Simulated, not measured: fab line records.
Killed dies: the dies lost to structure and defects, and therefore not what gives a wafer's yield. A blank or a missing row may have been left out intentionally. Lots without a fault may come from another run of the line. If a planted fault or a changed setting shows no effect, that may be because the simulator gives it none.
Matching of chambers + flow n5_finfet + N5_SDB_STRIP_21 on rie_diel-06: 4 sister chambers
The step strips in CF4. 4 wafers are shown with their chamber, then 11 later ones without.

== EACH WAFER AND ITS CHAMBER ==
| wafer  | chamber | showerhead_plenum_p_Torr (Torr) |
|--------|---------|---------------------------------|
| L082.3 | 3       | 1.82                            |
| L084.2 | 1       | 1.78                            |
| L084.3 | 2       | 1.92                            |
| L087.1 | 0       | 1.78                            |

== WAFERS MISSING THEIR CHAMBER ==
| wafer  | showerhead_plenum_p_Torr (Torr) |
|--------|---------------------------------|
| L087.3 | 1.92                            |
| L087.6 | 1.78                            |
| L090.1 | 1.78                            |
| L090.2 | 1.77                            |
| L090.5 | 1.92                            |
| L096.1 | 1.91                            |
| L096.3 | 1.77                            |
| L096.4 | 1.91                            |
| L097.2 | 1.81                            |
| L097.5 | 1.77                            |
| L097.6 | 1.81                            |

== THE CHAMBER EACH PASSED THROUGH ==
| wafer  | from the rows above     | in truth |
|--------|-------------------------|----------|
| L087.3 | 2                       | 2        |
| L087.6 | can't be placed: 0 or 1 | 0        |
| L090.1 | can't be placed: 0 or 1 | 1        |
| L090.2 | can't be placed: 0 or 1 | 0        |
| L090.5 | 2                       | 2        |
| L096.1 | 2                       | 2        |
| L096.3 | can't be placed: 0 or 1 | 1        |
| L096.4 | 2                       | 2        |
| L097.2 | 3                       | 3        |
| L097.5 | can't be placed: 0 or 1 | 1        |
| L097.6 | 3                       | 3        |
Correctly placed: 6 of 11. Unplaceable from these rows: 5, with the true chamber sitting among the candidates in 5. Wrongly placed: 0.
How it was worked out, from the rows above alone: a wafer's distance from a chamber is the root of the sum, over the readings, of the square of ((its reading less the chamber's mean) divided by the reading's scatter). The wafer belongs to the nearest chamber; if the next one is less than 2 further off, it can't be placed. Each chamber's mean is taken over the wafers shown for it. The scatter: with one shown wafer a chamber, the root of the mean of the squares of how far each hidden wafer lies from its nearest shown one.
